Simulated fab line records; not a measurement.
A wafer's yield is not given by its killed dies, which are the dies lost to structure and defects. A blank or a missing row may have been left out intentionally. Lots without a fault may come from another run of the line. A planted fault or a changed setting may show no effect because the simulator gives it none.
Split-lot trial | flow n5_finfet | 21 wafers read across 7 lots, on a route 1938 steps long

THE SPLIT
At N5_BEOL_M2_ILD_DEP_00 (deposits SiOC from DEMS/O2, target thk 79 nm, time 15.3 s), the setting time_s was moved away from the recipe's 15.3 s on 7 of the 21 wafers read, by -5.4% to +9.2%. For the rest of the wafers, this setting stayed at what the recipe calls for.

No step appears in the file between the split and the reading.

THE READING
M2_ILD_THK in nanometres, read at N5_BEOL_M2_THK_MEAS_01. Fault-free wafers of this fab line usually give 79.3 nm, standard deviation 1.1 nm.

wafer  | tool, chamber at the split | time_s as run, s | against the recipe | M2_ILD_THK, nm | against lot-mates on the recipe
L074.2 | pecvd-04, 1                | 16.7             | +9.2%              | 86.1           | +9.0
L074.3 | pecvd-04, 0                | 15.3             | recipe             | 76.7           | -
L074.5 | pecvd-04, 0                | 15.3             | recipe             | 77.5           | -
L078.2 | pecvd-04, 2                | 15.3             | recipe             | 78.7           | -
L078.4 | pecvd-04, 0                | 15.3             | recipe             | 78.0           | -
L078.5 | pecvd-04, 2                | 15.3             | recipe             | 80.0           | -
L082.1 | pecvd-02, 1                | 14.48            | -5.4%              | 73.8           | -5.5
L082.3 | pecvd-02, 2                | 14.48            | -5.4%              | 74.1           | -5.2
L082.5 | pecvd-02, 0                | 15.3             | recipe             | 79.3           | -
L088.3 | pecvd-04, 2                | 16.63            | +8.7%              | 85.6           | +5.8
L088.4 | pecvd-04, 1                | 15.3             | recipe             | 79.3           | -
L088.6 | pecvd-04, 2                | 15.3             | recipe             | 80.3           | -
L094.1 | pecvd-02, 0                | 15.3             | recipe             | 79.5           | -
L094.5 | pecvd-02, 2                | 15.3             | recipe             | 80.9           | -
L094.6 | pecvd-02, 1                | 15.3             | recipe             | 81.9           | -
L095.1 | pecvd-04, 2                | 15.3             | recipe             | 78.4           | -
L095.2 | pecvd-04, 1                | 16.05            | +4.9%              | 83.7           | +5.3
L095.4 | pecvd-04, 0                | 16.05            | +4.9%              | 84.1           | +5.7
L096.4 | pecvd-04, 1                | 16.32            | +6.7%              | 85.4           | +5.7
L096.5 | pecvd-04, 0                | 15.3             | recipe             | 79.8           | -
L096.6 | pecvd-04, 2                | 15.3             | recipe             | 79.6           | -

FIT RESULTS
A straight line over all 21 wafers: M2_ILD_THK changes by +0.851 nm for each +1% of time_s; r = +0.94; the points scatter about the line by 1.2 nm.
The same after taking each lot's own level away (the mean of its wafers on the recipe; 21 wafers): +0.915 nm for each +1%; r = +0.97; scatter 0.84 nm.
The reading moves by 8.4 nm for the largest change in time_s, on that fit.
The lots' own levels span 77.10 to 80.77 nm, that is 3.3 times the standard deviation above.
So the lot-to-lot level changes the slope little: the two slopes agree.
Check: with one of the wafers moved furthest among these (+9.2%) left out of the fit, the line predicts +8.08 nm for it against its lot-mates. Against them it came out at +9 nm.

OTHER SPLITS APPLIED TO THESE WAFERS
Other splits were also applied to these wafers ahead of the reading. Each is held against what the fit with the lots' levels taken away leaves over:
other split on the same wafers   | wafers away from the commonest value | r with M2_ILD_THK (lot level and that fit taken away)
N5_BEOL_M0_SAQP_COAT_34 spin_rpm | 4                                    | -0.01
N5_BEOL_M1_ILD_DEP_00 time_s     | 5                                    | -0.23
N5_BEOL_M1_COAT_61 spin_rpm      | 7                                    | +0.23

THE WHOLE CHAIN: every reading that the file lists as answering this split, in the file's order
step                   | what it does                                              | reading                                                                            | change (the file's fit)               | r (the file's)
N5_BEOL_M2_ILD_DEP_00  | deposits SiOC from DEMS/O2, target thk 79 nm, time 15.3 s | SiOC_of_BEOL_M2_ILD_DEP_00.thk_nm (the simulator's own value, which no gauge read) | +0.875 nm for each +1% of the setting | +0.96
N5_BEOL_M2_THK_MEAS_01 |                                                           | M2_ILD_THK                                                                         | +0.881 for each +1% of the setting    | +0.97

FILE'S OWN FIT
M2_ILD_THK changes by +0.881 nm for each +1% of time_s, r = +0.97.
